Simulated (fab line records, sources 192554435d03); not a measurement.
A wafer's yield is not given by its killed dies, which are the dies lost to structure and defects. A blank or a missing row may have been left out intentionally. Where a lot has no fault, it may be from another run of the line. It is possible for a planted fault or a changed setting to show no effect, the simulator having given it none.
Matching of chambers -- flow n5Finfet -- cmp-03 running N5_GATE_CUT_CMP_43: 4 sister chambers
The step polishes SiO2. 16 wafers are shown with their chamber, then 8 later ones without.

== WAFERS PAIRED WITH THEIR CHAMBERS ==
wafer,chamber,motorCurrentA (A)
L077.2,1,12.3
L077.5,0,9.8
L077.6,3,11.7
L086.2,0,10.2
L086.3,2,14.1
L086.4,1,11.6
L090.2,1,11.2
L090.3,0,9.5
L090.6,3,11.1
L091.1,3,11.2
L091.3,0,9.6
L091.6,2,13.8
L094.1,0,9.7
L094.2,2,14.9
L094.3,3,11.5
L095.4,2,13.8

SIGNATURES (averages over the wafers above)
reading,chamber 0,chamber 1,chamber 2,chamber 3,scatter within a chamber
motorCurrentA,9.760,11.700,14.150,11.375,0.403
Rule: a wafer lies at a distance from a chamber equal to the root of the sum of squares, over the readings, of (its reading less the chamber's mean, divided by the reading's scatter). The wafer belongs to the nearest chamber; if the next one is less than 2 further off, it can't be placed. The scatter: take each reading less its chamber's mean, square it, sum over the shown wafers, divide by the number of wafers less the number of chambers, and take the root.

== WAFERS MISSING THEIR CHAMBER ==
wafer,motorCurrentA (A)
L095.5,11.4
L095.6,14.2
L096.2,9.8
L096.3,11.9
L096.6,14.2
L097.1,9.7
L097.2,14.5
L097.5,11.4

== WHICH CHAMBER EACH WENT THROUGH ==
wafer,from the rows above,in truth
L095.5,can't be placed: 3 or 1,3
L095.6,2,2
L096.2,0,0
L096.3,can't be placed: 1 or 3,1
L096.6,2,2
L097.1,0,0
L097.2,2,2
L097.5,can't be placed: 3 or 1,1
Placed correctly: 5 of 8. These rows do not allow placing 3 (true chamber among the candidates in 3). Placed wrongly: 0.
